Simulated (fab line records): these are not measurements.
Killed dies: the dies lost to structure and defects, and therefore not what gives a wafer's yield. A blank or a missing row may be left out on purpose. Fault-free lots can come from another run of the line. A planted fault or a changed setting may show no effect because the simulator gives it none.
One fault seen from 2 desks -- flow n5Finfet -- what lay behind the numbers comes last; until then each desk has only its own

== TOOL OWNER'S DESK, rieDiel-04 ==
The tool's own readings at N5_HKMG_FIN_ETCH_58 (etches SOC in N2/H2, target depth 215.8 nm, time 741 s): means of the sampled wafers that have a number, for each lot that ran on this tool. A lot is out of limits, marked OUT, if its mean lies more than 4 standard deviations from the usual mean; the brackets give that distance.
Columns: A = drypumpMotorCurrentA at N5_HKMG_FIN_ETCH_58, usual 6.0 A; B = h2FlowSccm at N5_HKMG_FIN_ETCH_58, usual 200.0 sccm; C = oesProductAu at N5_HKMG_FIN_ETCH_58, usual 0.78 a.u.; D = rfVppV at N5_HKMG_FIN_ETCH_58, usual 99.1 V; E = runLengthS at N5_HKMG_FIN_ETCH_58, usual 764.4 s; F = showerheadPlenumPTorr at N5_HKMG_FIN_ETCH_58, usual 2.55 Torr; G = throttleValvePct at N5_HKMG_FIN_ETCH_58, usual 17.78 %
lot,first seen here,A,B,C,D,E,F,G
L302,day 4 09:42,6.1,200.1,0.71,99.7,764.3,2.56,17.57
L303,day 4 10:49,6.0,200.1,0.77,98.2,764.3,2.54,17.69
L304,day 4 18:40,5.7,199.8,0.74,98.8,663.2 (-99 or more) OUT,2.60,17.72
L306,day 5 09:28,6.0,199.7,0.72,98.5,713.6 (-99 or more) OUT,2.56,17.55
L320,day 8 21:44,5.7,200.3,0.74,99.0,764.3,2.60,17.72
L322,day 9 07:35,5.7,200.0,0.81,99.8,764.7,2.59,17.65
This desk finds L304, L306 out of limits, L304 being first, at day 4 18:40 (runLengthS at N5_HKMG_FIN_ETCH_58). In limits: L302, L303, L320, L322.

== FROM THE METROLOGY DESK ==
Means of the sampled wafers that have a number, per lot and without regard to the tool the lot ran on: this is what the gauges read. A lot is out of limits, marked OUT, if its mean lies more than 4 standard deviations from the usual mean; the brackets give that distance. It has 15 readings, of which 7 appear: the earliest out of limits, and the ones furthest out on some lot.
Columns: A = NDIPOLE_OVL at N5_HKMG_FIN_OVL_MEAS_50, usual -0.5 nm; B = IOFF_N at N5_BEOL_M4_RC_MEAS_101, usual 0.161 nA/um; C = IOFF_N_85C at N5_BEOL_M4_RC_MEAS_101, usual 3.1 nA/um; D = IOFF_N_LIN at N5_BEOL_M4_RC_MEAS_101, usual 0.075 nA/um; E = IOFF_N_LONG at N5_BEOL_M4_RC_MEAS_101, usual 5.62e-05 nA/um; F = VT_N at N5_BEOL_M4_RC_MEAS_101, usual 249.1 mV; G = VT_N_LONG at N5_BEOL_M4_RC_MEAS_101, usual 274.5 mV
lot,first seen here,A,B,C,D,E,F,G
L302,day 4 09:20,-0.6,0.162,3.2,0.078,5.85e-05,247.6,273.1
L303,day 4 10:27,-0.5,0.166,3.2,0.074,5.58e-05,249.6,274.8
L304,day 4 17:02,-0.5,1.255 (+48) OUT,16.6 (+36) OUT,0.592 (+59) OUT,3.88e-04 (+99 or more) OUT,203.7 (-18) OUT,227.9 (-23) OUT
L306,day 5 09:05,-0.6,1.142 (+43) OUT,14.8 (+31) OUT,0.528 (+52) OUT,3.30e-04 (+99 or more) OUT,219.7 (-12) OUT,245.2 (-15) OUT
L316,day 7 21:22,-0.3,0.149,2.9,0.068,5.73e-05,249.8,272.2
L318,day 8 06:43,-0.1,0.182,3.5,0.085,5.80e-05,247.1,274.2
L320,day 8 21:22,-0.0,0.157,3.1,0.072,6.00e-05,249.6,272.1
L322,day 9 07:01,-1.8,0.130,2.6,0.062,5.33e-05,254.5,278.1
L324,day 9 22:56,-0.3,0.147,2.9,0.070,5.49e-05,250.6,273.2
This desk finds L304, L306 out of limits, with the earliest case on L304 at day 8 14:11 (IOFF_N at N5_BEOL_M4_RC_MEAS_101). In limits: L302, L303, L316, L318, L320, L322, L324.

== ALL TOGETHER ==
The tool owner's desk could have raised an alarm at day 4 18:40, on L304, L306.
Metrology desk: alarm possible at day 8 14:11 on L304, L306.
Of the lots named, all ran N5_HKMG_FIN_ETCH_58 on rieDiel-04.

== WHAT WAS PUT IN BY THE SIMULATOR ==
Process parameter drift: rieDiel-04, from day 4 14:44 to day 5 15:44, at N5_HKMG_FIN_ETCH_58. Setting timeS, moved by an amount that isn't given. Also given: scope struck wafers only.
Lots struck among those shown: L304, L306.
Fault start to first reading out of limits, in hours, per desk: tool owner, 4; metrology, 95.
